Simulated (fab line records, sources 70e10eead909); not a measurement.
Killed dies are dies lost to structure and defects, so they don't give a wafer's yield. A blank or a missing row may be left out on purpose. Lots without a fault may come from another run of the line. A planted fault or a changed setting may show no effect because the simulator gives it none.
Chamber matching | flow nand_harc | NHARC_A_CONTACT_DESCUM_13 on rie_diel-02: 4 sister chambers
The step chemistry O2, time 3 s. 8 wafers are shown with their chamber, then 8 later ones without.

WAFERS WITH THEIR CHAMBER
wafer  | chamber | showerhead_plenum_p_Torr (Torr) | rf_vpp_V (V)
L230.6 | 3       | 1.99                            | 58.2
L229.2 | 3       | 1.99                            | 58.1
L234.6 | 2       | 1.77                            | 56.5
L245.2 | 2       | 1.77                            | 56.4
L244.2 | 0       | 1.97                            | 58.6
L244.3 | 1       | 1.96                            | 57.0
L244.6 | 1       | 1.97                            | 57.9
L246.2 | 0       | 1.97                            | 58.1

WAFERS WITHOUT THEIR CHAMBER
wafer  | showerhead_plenum_p_Torr (Torr) | rf_vpp_V (V)
L246.3 | 1.77                            | 57.4
L246.4 | 1.98                            | 58.5
L248.1 | 1.96                            | 58.3
L248.2 | 1.97                            | 58.5
L248.5 | 1.98                            | 58.9
L247.1 | 1.96                            | 57.3
L247.2 | 1.97                            | 58.1
L247.5 | 1.98                            | 58.5

WHICH CHAMBER EACH WENT THROUGH
wafer  | from the rows above     | in truth
L246.3 | 2                       | 2
L246.4 | can't be placed: 0 or 3 | 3
L248.1 | can't be placed: 1 or 0 | 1
L248.2 | 0                       | 0
L248.5 | can't be placed: 0 or 3 | 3
L247.1 | 1                       | 1
L247.2 | can't be placed: 0 or 1 | 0
L247.5 | can't be placed: 0 or 3 | 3
Placed correctly: 3 of 8. Can't be placed from these rows: 5 (the true chamber is among the candidates in 5). Placed wrongly: 0.
How it was worked out, from the rows above alone: a wafer's distance from a chamber is the root of the sum, over the readings, of the square of ((its reading less the chamber's mean) divided by the reading's scatter). The wafer belongs to the nearest chamber; if the next one is less than 2 further off, it can't be placed. A chamber's mean is the mean of its shown wafers. The scatter: the root of (the sum of the squares of (reading less its chamber's mean) over the shown wafers, divided by (wafers less chambers)).
